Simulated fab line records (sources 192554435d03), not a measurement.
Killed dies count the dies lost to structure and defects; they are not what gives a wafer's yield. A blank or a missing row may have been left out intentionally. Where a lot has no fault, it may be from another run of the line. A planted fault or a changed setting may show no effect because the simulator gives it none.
Chamber matching	flow n5-finfet	4 sister chambers for N5_BEOL_M9_ETCH_65 on rie-diel-04
The step etches SiARC in CF4, target depth 15.6 nm, time 26 s. 14 wafers are shown with their chamber, then 7 later ones without.

EACH WAFER AND ITS CHAMBER
wafer	chamber	drypump-motor-current-A (A)	throttle-valve-pct (%)	oes-product-au (a.u.)
L074.1	0	5.7	15.91	0.58
L074.2	1	5.7	15.31	0.70
L074.6	1	5.7	15.30	0.69
L076.1	1	5.7	15.31	0.69
L076.2	0	5.8	15.92	0.57
L076.4	1	5.7	15.32	0.69
L087.1	0	5.8	15.42	0.81
L087.3	1	5.7	15.35	0.67
L087.5	0	5.8	15.44	0.80
L086.1	0	5.8	15.44	0.82
L086.2	3	6.5	15.78	0.60
L086.3	1	5.7	15.33	0.68
L090.3	2	5.7	15.41	0.81
L090.5	2	5.8	15.42	0.81

SIGNATURES (averages over the wafers above)
reading	chamber 0	chamber 1	chamber 2	chamber 3	scatter within a chamber
drypump-motor-current-A	5.780	5.700	5.750	6.500	0.0361
throttle-valve-pct	15.6260	15.3200	15.4150	15.7800	0.167
oes-product-au	0.7160	0.6867	0.8100	0.6000	0.0819
Rule: a wafer's distance from a chamber is the root of the sum, over the readings, of the square of ((its reading less the chamber's mean) divided by the reading's scatter). If the next closest chamber is less than 2 further off than the closest, the wafer can't be placed; otherwise it belongs to the closest. The scatter: take each reading less its chamber's mean, square it, sum over the shown wafers, divide by the number of wafers less the number of chambers, and take the root.

WAFERS MISSING THEIR CHAMBER
wafer	drypump-motor-current-A (A)	throttle-valve-pct (%)	oes-product-au (a.u.)
L090.6	6.5	15.80	0.59
L088.2	5.8	15.41	0.80
L088.3	6.5	15.78	0.59
L088.5	6.4	15.78	0.59
L093.1	6.4	15.81	0.59
L093.3	5.7	15.39	0.67
L093.6	5.7	15.36	0.67

THE CHAMBER EACH PASSED THROUGH
wafer	from the rows above	in truth
L090.6	3	3
L088.2	can't be placed: 2 or 0 or 1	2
L088.3	3	3
L088.5	3	3
L093.1	3	3
L093.3	can't be placed: 1 or 2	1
L093.6	can't be placed: 1 or 2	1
Correct placement for 4 of the 7. Can't be placed from these rows: 3 (the true chamber is among the candidates in 3). 0 placed wrongly.
